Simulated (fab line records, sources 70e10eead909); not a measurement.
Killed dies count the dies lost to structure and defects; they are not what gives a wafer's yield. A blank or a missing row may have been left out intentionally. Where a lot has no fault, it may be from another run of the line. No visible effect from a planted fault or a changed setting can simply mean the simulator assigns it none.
Which of the tools did it? / flow nandHarc / 13 lots, 39 wafers sampled, at 5 steps of a route of 1159

## WHAT THE GAUGES SHOWED, per wafer
NHARC_A_SIN_REMOVE_INSPECT_04.
lot=L506; measured=day 14 23:31; on=defectInspect-01; rawDefectCount=226 221 263
lot=L508; measured=day 14 23:31; on=defectInspect-02; rawDefectCount=193 222 349
lot=L507; measured=day 14 23:31; on=defectInspect-01; rawDefectCount=271 281 317
lot=L511; measured=day 15 12:15; on=defectInspect-02; rawDefectCount=321 226 273
lot=L510; measured=day 15 12:15; on=defectInspect-01; rawDefectCount=359 354 315
lot=L512; measured=day 15 22:26; on=defectInspect-01; rawDefectCount=197 176 240
lot=L518; measured=day 18 04:28; on=defectInspect-02; rawDefectCount=174 179 185
lot=L521; measured=day 18 10:17; on=defectInspect-02; rawDefectCount=289 250 250
lot=L522; measured=day 18 20:26; on=defectInspect-01; rawDefectCount=276 358 356
lot=L526; measured=day 19 02:44; on=defectInspect-02; rawDefectCount=322 236 266
lot=L524; measured=day 19 18:00; on=defectInspect-02; rawDefectCount=375 298 316
lot=L528; measured=day 20 20:42; on=defectInspect-01; rawDefectCount=243 257 290
lot=L529; measured=day 20 20:43; on=defectInspect-02; rawDefectCount=348 365 341

NHARC_A_WL_FILL_INSPECT_15.
lot=L506; measured=day 16 05:35; on=defectInspect-01; rawDefectCount=393 486 316
lot=L508; measured=day 16 09:58; on=defectInspect-01; rawDefectCount=365 300 374
lot=L507; measured=day 16 06:06; on=defectInspect-02; rawDefectCount=418 574 380
lot=L511; measured=day 16 20:45; on=defectInspect-02; rawDefectCount=368 426 273
lot=L510; measured=day 16 23:15; on=defectInspect-01; rawDefectCount=760 310 362
lot=L512; measured=day 17 10:32; on=defectInspect-02; rawDefectCount=244 320 288
lot=L518; measured=day 19 10:14; on=defectInspect-01; rawDefectCount=183 336 311
lot=L521; measured=day 19 16:08; on=defectInspect-01; rawDefectCount=292 300 251
lot=L522; measured=day 20 02:17; on=defectInspect-01; rawDefectCount=324 285 282
lot=L526; measured=day 20 08:49; on=defectInspect-02; rawDefectCount=522 456 581
lot=L524; measured=day 20 23:02; on=defectInspect-01; rawDefectCount=372 300 515
lot=L528; measured=day 22 01:02; on=defectInspect-02; rawDefectCount=574 650 614
lot=L529; measured=day 22 00:05; on=defectInspect-02; rawDefectCount=465 346 250

NHARC_END_SORT_01.
lot=L508; measured=day 20 07:10; on=prober-01; killedAtArray=13 17 16; killedAtOther=1 0 0; killedAtPeriphery=1 1 3; killedDies=15 18 19; killedOpen=1 6 5; killedShort=3 2 3
lot=L511; measured=day 19 19:08; on=prober-02; killedAtArray=16 9 13; killedAtOther=0 0 0; killedAtPeriphery=5 5 3; killedDies=21 14 16; killedOpen=1 3 1; killedShort=3 2 3
lot=L510; measured=day 20 11:26; on=prober-02; killedAtArray=30 18 19; killedAtOther=1 1 0; killedAtPeriphery=4 4 5; killedDies=35 23 24; killedOpen=1 2 6; killedShort=2 2 0
lot=L512; measured=day 20 17:37; on=prober-02; killedAtArray=22 32 23; killedAtOther=0 0 1; killedAtPeriphery=3 3 4; killedDies=25 35 28; killedOpen=1 4 2; killedShort=3 1 2
lot=L518; measured=day 22 21:02; on=prober-01; killedAtArray=11 13 12; killedAtOther=4 4 2; killedAtPeriphery=4 1 1; killedDies=19 18 15; killedOpen=5 2 2; killedShort=1 1 1
lot=L526; measured=day 23 21:20; on=prober-02; killedAtArray=31 36 39; killedAtOther=1 0 0; killedAtPeriphery=4 4 5; killedDies=36 40 44; killedOpen=4 2 7; killedShort=2 3 4

## TOOL THAT RAN EACH LOT (tool first, then ch and the chambers of the sampled wafers, then the start)
lot=L506; NHARC_A_WL_FILL_STRIP_29=rieDiel-10 ch 2,3, day 15 15:35; NHARC_A_CONTACT_DEP_24=pecvd-01 ch 1,2, day 16 05:43
lot=L508; NHARC_A_WL_FILL_STRIP_29=rieDiel-09 ch 0,2,3, day 15 15:22; NHARC_A_CONTACT_DEP_24=pecvd-04 ch 0,1, day 16 10:02
lot=L507; NHARC_A_WL_FILL_STRIP_29=rieDiel-12 ch 1,2,3, day 15 15:18; NHARC_A_CONTACT_DEP_24=pecvd-01 ch 0,1,2, day 16 06:10
lot=L511; NHARC_A_WL_FILL_STRIP_29=rieDiel-12 ch 1,2, day 16 09:01; NHARC_A_CONTACT_DEP_24=pecvd-02 ch 1,2, day 16 20:49
lot=L510; NHARC_A_WL_FILL_STRIP_29=rieDiel-10 ch 1,2,3, day 16 09:03; NHARC_A_CONTACT_DEP_24=pecvd-02 ch 0,1, day 16 23:26
lot=L512; NHARC_A_WL_FILL_STRIP_29=rieDiel-10 ch 0,1, day 16 21:25; NHARC_A_CONTACT_DEP_24=pecvd-02 ch 0,1,2, day 17 10:37
lot=L518; NHARC_A_WL_FILL_STRIP_29=rieDiel-09 ch 0,2, day 18 20:52; NHARC_A_CONTACT_DEP_24=pecvd-04 ch 1,2, day 19 10:22
lot=L521; NHARC_A_WL_FILL_STRIP_29=rieDiel-10 ch 1,2, day 19 04:48; NHARC_A_CONTACT_DEP_24=pecvd-04 ch 1,2, day 19 16:13
lot=L522; NHARC_A_WL_FILL_STRIP_29=rieDiel-10 ch 0,2,3, day 19 15:05; NHARC_A_CONTACT_DEP_24=pecvd-02 ch 0,1, day 20 02:22
lot=L526; NHARC_A_WL_FILL_STRIP_29=rieDiel-10 ch 1,2,3, day 19 21:37; NHARC_A_CONTACT_DEP_24=pecvd-02 ch 1,2, day 20 08:53
lot=L524; NHARC_A_WL_FILL_STRIP_29=rieDiel-09 ch 0,1,3, day 20 11:58; NHARC_A_CONTACT_DEP_24=pecvd-02 ch 0,1,2, day 20 23:06
lot=L528; NHARC_A_WL_FILL_STRIP_29=rieDiel-09 ch 0,1,2, day 21 12:04; NHARC_A_CONTACT_DEP_24=pecvd-02 ch 0,1, day 22 01:14
lot=L529; NHARC_A_WL_FILL_STRIP_29=rieDiel-10 ch 0,1,3, day 21 12:04; NHARC_A_CONTACT_DEP_24=pecvd-02 ch 1,2, day 22 00:09
- NHARC_A_WL_FILL_STRIP_29: strips in O2, time 20 s.
- NHARC_A_CONTACT_DEP_24: deposits SiO2, target thk 500 nm.

## WHAT THE TOOLS THEMSELVES READ (means of the sampled wafers that have a number; where no wafer has one, the mark that the record gives instead)
NHARC_A_WL_FILL_STRIP_29.
lot=L506; tool=rieDiel-10; drypumpMotorCurrentA (A)=5.0; oesProductAu (a.u.)=0.983; rfVppV (V)=58.5; showerheadPlenumPTorr (Torr)=3.66; throttleValvePct (%)=17.042
lot=L508; tool=rieDiel-09; drypumpMotorCurrentA (A)=5.7; oesProductAu (a.u.)=1.007; rfVppV (V)=57.7; showerheadPlenumPTorr (Torr)=3.58; throttleValvePct (%)=17.040
lot=L507; tool=rieDiel-12; drypumpMotorCurrentA (A)=5.3; oesProductAu (a.u.)=1.014; rfVppV (V)=57.9; showerheadPlenumPTorr (Torr)=3.58; throttleValvePct (%)=17.036
lot=L511; tool=rieDiel-12; drypumpMotorCurrentA (A)=5.1; oesProductAu (a.u.)=1.004; rfVppV (V)=57.9; showerheadPlenumPTorr (Torr)=3.68; throttleValvePct (%)=17.036
lot=L510; tool=rieDiel-10; drypumpMotorCurrentA (A)=5.1; oesProductAu (a.u.)=0.982; rfVppV (V)=57.8; showerheadPlenumPTorr (Torr)=3.61; throttleValvePct (%)=17.033
lot=L512; tool=rieDiel-10; drypumpMotorCurrentA (A)=6.1; oesProductAu (a.u.)=1.004; rfVppV (V)=58.2; showerheadPlenumPTorr (Torr)=3.43; throttleValvePct (%)=17.041
lot=L518; tool=rieDiel-09; drypumpMotorCurrentA (A)=5.8; oesProductAu (a.u.)=0.999; rfVppV (V)=57.8; showerheadPlenumPTorr (Torr)=3.69; throttleValvePct (%)=17.035
lot=L521; tool=rieDiel-10; drypumpMotorCurrentA (A)=5.1; oesProductAu (a.u.)=0.995; rfVppV (V)=57.8; showerheadPlenumPTorr (Torr)=3.54; throttleValvePct (%)=17.040
lot=L522; tool=rieDiel-10; drypumpMotorCurrentA (A)=5.5; oesProductAu (a.u.)=0.987; rfVppV (V)=57.7; showerheadPlenumPTorr (Torr)=3.56; throttleValvePct (%)=17.039
lot=L526; tool=rieDiel-10; drypumpMotorCurrentA (A)=5.1; oesProductAu (a.u.)=0.990; rfVppV (V)=58.1; showerheadPlenumPTorr (Torr)=3.60; throttleValvePct (%)=17.039
lot=L524; tool=rieDiel-09; drypumpMotorCurrentA (A)=6.0; oesProductAu (a.u.)=0.996; rfVppV (V)=57.4; showerheadPlenumPTorr (Torr)=3.51; throttleValvePct (%)=17.035
lot=L528; tool=rieDiel-09; drypumpMotorCurrentA (A)=6.1; oesProductAu (a.u.)=0.994; rfVppV (V)=58.3; showerheadPlenumPTorr (Torr)=3.62; throttleValvePct (%)=17.041
lot=L529; tool=rieDiel-10; drypumpMotorCurrentA (A)=5.7; oesProductAu (a.u.)=0.987; rfVppV (V)=57.3; showerheadPlenumPTorr (Torr)=3.52; throttleValvePct (%)=17.036

NHARC_A_CONTACT_DEP_24.
lot=L506; tool=pecvd-01; heaterPowerW (W)=669; rfFwdPowerW (W)=901.3; showerheadVppV (V)=1961; throttleValvePct (%)=16.2
lot=L508; tool=pecvd-04; heaterPowerW (W)=589; rfFwdPowerW (W)=900.3; showerheadVppV (V)=1937; throttleValvePct (%)=15.9
lot=L507; tool=pecvd-01; heaterPowerW (W)=592; rfFwdPowerW (W)=902.5; showerheadVppV (V)=1882; throttleValvePct (%)=16.7
lot=L511; tool=pecvd-02; heaterPowerW (W)=437; rfFwdPowerW (W)=893.4; showerheadVppV (V)=1831; throttleValvePct (%)=14.7
lot=L510; tool=pecvd-02; heaterPowerW (W)=441; rfFwdPowerW (W)=897.2; showerheadVppV (V)=1762; throttleValvePct (%)=14.8
lot=L512; tool=pecvd-02; heaterPowerW (W)=504; rfFwdPowerW (W)=900.3; showerheadVppV (V)=1773; throttleValvePct (%)=14.8
lot=L518; tool=pecvd-04; heaterPowerW (W)=522; rfFwdPowerW (W)=1136.9; showerheadVppV (V)=2246; throttleValvePct (%)=15.7
lot=L521; tool=pecvd-04; heaterPowerW (W)=513; rfFwdPowerW (W)=1140.2; showerheadVppV (V)=2251; throttleValvePct (%)=15.5
lot=L522; tool=pecvd-02; heaterPowerW (W)=428; rfFwdPowerW (W)=901.7; showerheadVppV (V)=1772; throttleValvePct (%)=14.9
lot=L526; tool=pecvd-02; heaterPowerW (W)=486; rfFwdPowerW (W)=897.7; showerheadVppV (V)=1825; throttleValvePct (%)=14.8
lot=L524; tool=pecvd-02; heaterPowerW (W)=431; rfFwdPowerW (W)=897.4; showerheadVppV (V)=1758; throttleValvePct (%)=15.0
lot=L528; tool=pecvd-02; heaterPowerW (W)=443; rfFwdPowerW (W)=899.7; showerheadVppV (V)=1760; throttleValvePct (%)=15.1
lot=L529; tool=pecvd-02; heaterPowerW (W)=586; rfFwdPowerW (W)=896.9; showerheadVppV (V)=1759; throttleValvePct (%)=15.1

## THE ANSWER, worked out from the rows above alone
Rule: the lots themselves supply what counts as usual. Put in order of their means at a reading, lots are off if they are a third of the lots or fewer, leave a main group of 4 or more, and stand apart from it by a gap of 3 or more times the standard deviation of the main group's means; of several such gaps the widest counts. A main group is skipped when, at the precision printed for the reading in the tables above, its means are all equal. Also off: a lot with no number at a reading for which 4 or more lots have one. Where the step has rows for the other lots, those lots are counted as sound. The gauges are gone through in route order, then the tools' own readings, and for those a lot's mean is taken as printed above. At the first step where some lot is off, the reading lying furthest off is the one used; lots without a number count as furthest.
Off: L518 (NHARC_END_SORT_01, killedAtOther). The main group: mean 0.3, standard deviation 0.21. Neither off nor sound, because the step has no rows for them: L506, L507, L521, L522, L524, L528, L529.
If a tool, at a process step before that reading, ran all the lots that are off and no sound lot after the first of them, it fits. The gauges at NHARC_END_SORT_01 aren't tried: what is off there is off at NHARC_A_CONTACT_DEP_24 too, on other tools, and a gauge's error can't cause that. Undecided on this evidence; 2 tools fit (rieDiel-09 at NHARC_A_WL_FILL_STRIP_29, pecvd-04 at NHARC_A_CONTACT_DEP_24).

## WHAT THE SIMULATOR HAD INSERTED
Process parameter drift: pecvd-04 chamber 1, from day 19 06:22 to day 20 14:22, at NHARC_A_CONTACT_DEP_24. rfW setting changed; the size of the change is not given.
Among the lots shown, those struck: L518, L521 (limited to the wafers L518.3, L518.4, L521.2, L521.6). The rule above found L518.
